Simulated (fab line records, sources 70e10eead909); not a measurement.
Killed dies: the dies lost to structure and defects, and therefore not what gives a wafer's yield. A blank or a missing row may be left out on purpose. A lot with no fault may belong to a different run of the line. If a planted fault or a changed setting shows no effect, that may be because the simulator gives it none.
Which tool was responsible?	flow nand-harc	36 wafers from 12 lots sampled at 5 of the route's 1159 steps

== WHAT THE GAUGES READ, wafer by wafer ==
NHARC_A_CONTACT_CD_MEAS_53.
lot	measured	on	cd-nm (nm)
L892	day 16 19:43	cd-sem-01	189.1 189.3 189.9
L894	day 16 22:46	cd-sem-03	188.2 188.6 188.7
L896	day 17 18:23	cd-sem-03	189.2 188.5 188.4
L898	day 18 03:31	cd-sem-01	189.9 189.9 190.0
L904	day 19 09:23	cd-sem-02	189.8 188.5 189.9
L906	day 20 12:34	cd-sem-01	189.0 188.8 189.0
L911	day 20 16:52	cd-sem-02	189.3 188.8 189.1
L909	day 21 04:26	cd-sem-01	189.6 189.9 189.5
L910	day 21 08:49	cd-sem-02	188.9 189.5 189.2
L912	day 21 17:43	cd-sem-01	189.6 189.6 189.3
L913	day 21 22:08	cd-sem-02	189.8 190.3 189.8
L914	day 22 06:22	cd-sem-01	189.8 189.8 189.8

NHARC_END_SORT_01.
lot	measured	on	killed-at-array	killed-at-other	killed-at-periphery	killed-dies	killed-open	killed-short
L892	day 19 14:55	prober-01	17 17 20	0 1 3	4 0 1	21 18 24	3 0 0	3 0 3
L898	day 21 05:47	prober-01	10 16 13	5 2 1	3 1 1	18 19 15	4 4 2	1 2 0

== WHAT TOOL EACH LOT RAN ON (gives the tool, then ch and the chambers of the sampled wafers, and finally the start) ==
lot	NHARC_A_CONTACT_ETCH_117	NHARC_A_CONTACT_ETCH_96	NHARC_A_CONTACT_ETCH_102
L892	har-cap-etch-02 ch 0,1, day 16 18:21	rie-diel-03 ch 0,2,3, day 16 19:38	rie-diel-03 ch 1,2, day 16 20:01
L894	har-cap-etch-01 ch 0,1, day 16 21:25	rie-diel-06 ch 1,2,3, day 16 22:41	rie-diel-06 ch 0,2, day 16 23:04
L896	har-cap-etch-03 ch 0,1, day 17 17:03	rie-diel-06 ch 0,1,2, day 17 18:18	rie-diel-03 ch 1,2,3, day 17 18:44
L898	har-cap-etch-01 ch 0,1, day 18 01:58	rie-diel-06 ch 2,3, day 18 03:26	rie-diel-06 ch 0,2,3, day 18 03:55
L904	har-cap-etch-03 ch 0,1, day 19 07:58	rie-diel-03 ch 0,1,3, day 19 09:17	rie-diel-06 ch 0,1,2, day 19 09:41
L906	har-cap-etch-02 ch 0,1, day 20 11:13	rie-diel-03 ch 0,3, day 20 12:29	rie-diel-06 ch 0,1,3, day 20 12:53
L911	har-cap-etch-03 ch 0,1, day 20 15:15	rie-diel-07 ch 0,1,3, day 20 16:47	rie-diel-06 ch 0,1, day 20 17:11
L909	har-cap-etch-01 ch 0,1, day 21 03:02	rie-diel-07 ch 1,2, day 21 04:20	rie-diel-07 ch 0,2, day 21 04:45
L910	har-cap-etch-02 ch 0,1, day 21 07:25	rie-diel-07 ch 1,3, day 21 08:44	rie-diel-07 ch 1,2,3, day 21 09:07
L912	har-cap-etch-02 ch 0,1, day 21 16:20	rie-diel-07 ch 0,1,2, day 21 17:38	rie-diel-07 ch 0,1,2, day 21 18:04
L913	har-cap-etch-03 ch 0,1, day 21 20:25	rie-diel-03 ch 1,2,3, day 21 22:04	rie-diel-03 ch 0,2,3, day 21 22:53
L914	har-cap-etch-02 ch 0,1, day 22 05:00	rie-diel-07 ch 1,2,3, day 22 06:17	rie-diel-03 ch 1,2, day 22 06:44
- NHARC_A_CONTACT_ETCH_117: etches the open film in C4F8/O2/Ar, time 94 s, target depth 922 nm.
- NHARC_A_CONTACT_ETCH_96: etches the open film in C4F6/O2, target depth 20 nm, time 10 s.
- NHARC_A_CONTACT_ETCH_102: etches the open film in CF4/O2, target depth 70 nm, overetch 7 nm, time 38.5 s.

== AS READ BY THE TOOLS THEMSELVES (means over the sampled wafers that have a number; for cases with no such wafer, the mark the record gives instead) ==
NHARC_A_CONTACT_ETCH_96.
lot	tool	c4f6-flow-sccm (sccm)	drypump-motor-current-A (A)	oes-product-au (a.u.)	rf-vpp-V (V)	showerhead-plenum-p-Torr (Torr)	throttle-valve-pct (%)
L892	rie-diel-03	25.03	5.2	0.954	549	4.02	26.905
L894	rie-diel-06	24.97	5.5	0.950	546	3.90	26.909
L896	rie-diel-06	25.02	5.4	0.947	546	3.90	26.900
L898	rie-diel-06	21.73	5.7	0.955	548	4.01	26.783
L904	rie-diel-03	24.97	5.8	0.967	548	4.00	26.908
L906	rie-diel-03	25.03	5.5	0.952	548	3.94	26.900
L911	rie-diel-07	24.92	5.4	0.964	550	4.08	26.895
L909	rie-diel-07	25.07	5.5	1.001	550	4.08	26.913
L910	rie-diel-07	25.04	5.5	0.957	551	4.12	26.905
L912	rie-diel-07	24.98	5.3	0.961	549	4.03	26.902
L913	rie-diel-03	25.03	5.5	0.972	550	4.05	26.901
L914	rie-diel-07	25.01	5.5	0.951	549	4.08	26.905

NHARC_A_CONTACT_ETCH_102.
lot	tool	drypump-motor-current-A (A)	oes-product-au (a.u.)	rf-vpp-V (V)	showerhead-plenum-p-Torr (Torr)	throttle-valve-pct (%)
L892	rie-diel-03	5.7	1.002	197.9	1.36	13.402
L894	rie-diel-06	5.6	0.996	197.3	1.32	13.395
L896	rie-diel-03	5.5	1.007	198.3	1.39	13.398
L898	rie-diel-06	5.8	1.001	197.9	1.31	13.395
L904	rie-diel-06	5.4	0.998	197.5	1.33	13.396
L906	rie-diel-06	5.6	0.996	196.0	1.26	13.399
L911	rie-diel-06	5.2	0.991	196.6	1.27	13.404
L909	rie-diel-07	5.1	1.006	197.9	1.36	13.400
L910	rie-diel-07	5.5	0.993	199.3	1.39	13.387
L912	rie-diel-07	5.4	1.006	199.1	1.38	13.395
L913	rie-diel-03	5.2	1.008	198.0	1.36	13.399
L914	rie-diel-03	5.2	1.014	197.6	1.36	13.402

== THE ANSWER, worked out from the rows above alone ==
Rule: what is usual is taken from the lots themselves. Put in order of their means at a reading, lots are off if they are a third of the lots or fewer, leave a main group of 4 or more, and stand apart from it by a gap of 3 or more times the standard deviation of the main group's means; of several such gaps the widest counts. A main group is skipped when, at the precision printed for the reading in the tables above, its means are all equal. Also off: a lot with no number at a reading for which 4 or more lots have one. All remaining lots with rows at the step are treated as sound. First the gauges in route order, then the tools' own readings, where a lot's mean is used as printed above. At the first step where some lot is off, the reading lying furthest off is the one used; lots without a number count as furthest.
Off at NHARC_A_CONTACT_ETCH_96 (c4f6-flow-sccm): L898. The main group: mean 25.01 sccm, standard deviation 0.04.
If a tool, at that step or one of the process steps before it, ran each lot that is off and ran no sound lot following the first of them, it fits. One fits: NHARC_A_CONTACT_ETCH_96 on rie-diel-06. A fault onset in the window from L896 (day 17 18:18, its last sound lot) to L898 (day 18 03:26, its first lot off) fits.
The tool's own readings at NHARC_A_CONTACT_ETCH_96 bear it out: on the lots that are off they differ by more than 5 times the standard deviation of the sound lots' means. c4f6-flow-sccm reads 21.73 sccm there against 25.01 sccm on the sound lots; throttle-valve-pct reads 26.783 % there against 26.904 % on the sound lots.

== WHAT THE SIMULATOR HAD PUT IN ==
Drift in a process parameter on rie-diel-06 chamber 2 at NHARC_A_CONTACT_ETCH_96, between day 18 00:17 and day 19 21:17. Setting c4f6-flow-sccm, moved by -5, from 25. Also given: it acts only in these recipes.
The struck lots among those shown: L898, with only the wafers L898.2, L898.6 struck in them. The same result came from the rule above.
